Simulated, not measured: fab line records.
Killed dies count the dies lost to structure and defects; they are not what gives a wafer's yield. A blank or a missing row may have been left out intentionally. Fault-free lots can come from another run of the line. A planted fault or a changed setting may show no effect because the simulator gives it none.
2 desks looking at one fault	flow n5Finfet	numbers are kept per desk, each desk with only its own; the story behind them comes last

== FOR THE TOOL OWNER'S DESK: rieDiel-02 ==
The tool's own readings at N5_BEOL_M5_ETCH_41 (etches SiCN in CH3F/O2, target depth 31.5 nm, time 56.7 s): means of the sampled wafers that have a number, for each lot that ran on this tool. Any lot whose mean is over 4 standard deviations away from the usual mean is out of limits and marked OUT; that distance is given in the brackets.
Columns: A = biasW at N5_BEOL_M5_ETCH_41, usual 74.96 W; B = chamberPressureMTorr at N5_BEOL_M5_ETCH_41, usual 30.001 mTorr; C = drypumpMotorCurrentA at N5_BEOL_M5_ETCH_41, usual 5.7 A; D = oesProductAu at N5_BEOL_M5_ETCH_41, usual 0.81 a.u.; E = rfVppV at N5_BEOL_M5_ETCH_41, usual 297.2 V; F = showerheadPlenumPTorr at N5_BEOL_M5_ETCH_41, usual 2.00 Torr; G = throttleValvePct at N5_BEOL_M5_ETCH_41, usual 16.37 %
lot	first seen here	A	B	C	D	E	F	G
L879	day 11 09:46	75.04	30.029	6.0	0.89	298.8	2.06	16.13
L885	day 12 18:34	74.97	30.014	5.7	0.83	297.1	2.02	16.38
L888	day 13 06:48	74.77	30.002	5.7	0.79	296.0	1.98	16.32
L892	day 14 22:51	74.68	29.999	6.3	1.02	298.5	2.08	15.97
This desk's verdict: no lot among the 4 shows anything out of limits.

== AT THE METROLOGY DESK ==
What the gauges read for every lot (on any tool): the sampled wafers with a number, averaged. Any lot whose mean is over 4 standard deviations away from the usual mean is out of limits and marked OUT; that distance is given in the brackets.
Columns: A = cdNm at N5_BEOL_M5_CD_MEAS_28, usual 30.60 nm; B = V4_OVL at N5_BEOL_M5_OVL_MEAS_29, usual -0.3 nm; C = trenchDepthNm at N5_BEOL_M5_OCD_MEAS_38, usual 71.7 nm
lot	first seen here	A	B	C
L875	day 9 21:53	30.87	-0.6	71.4
L877	day 10 14:19	30.37	-0.4	70.6
L878	day 11 03:21	30.45	-0.6	70.2
L879	day 11 09:21	30.69	-1.0	73.5
L881	day 12 01:40	30.75	0.5	71.3
L885	day 12 17:57	30.68	0.5	72.1
L884	day 12 18:02	30.59	0.0	70.6
L888	day 13 06:13	30.54	0.2	71.7
L887	day 13 23:43	30.73	-0.0	70.6
L892	day 14 22:06	30.73	-0.3	72.2
L898	day 15 20:11	30.90	0.4	69.8
This desk's verdict: no lot among the 11 shows anything out of limits.

== ALL TOGETHER ==
Nothing out of limits was seen by the tool owner's desk.
At the metrology desk, nothing out of limits was observed.

== WHAT THE SIMULATOR HAD PUT IN ==
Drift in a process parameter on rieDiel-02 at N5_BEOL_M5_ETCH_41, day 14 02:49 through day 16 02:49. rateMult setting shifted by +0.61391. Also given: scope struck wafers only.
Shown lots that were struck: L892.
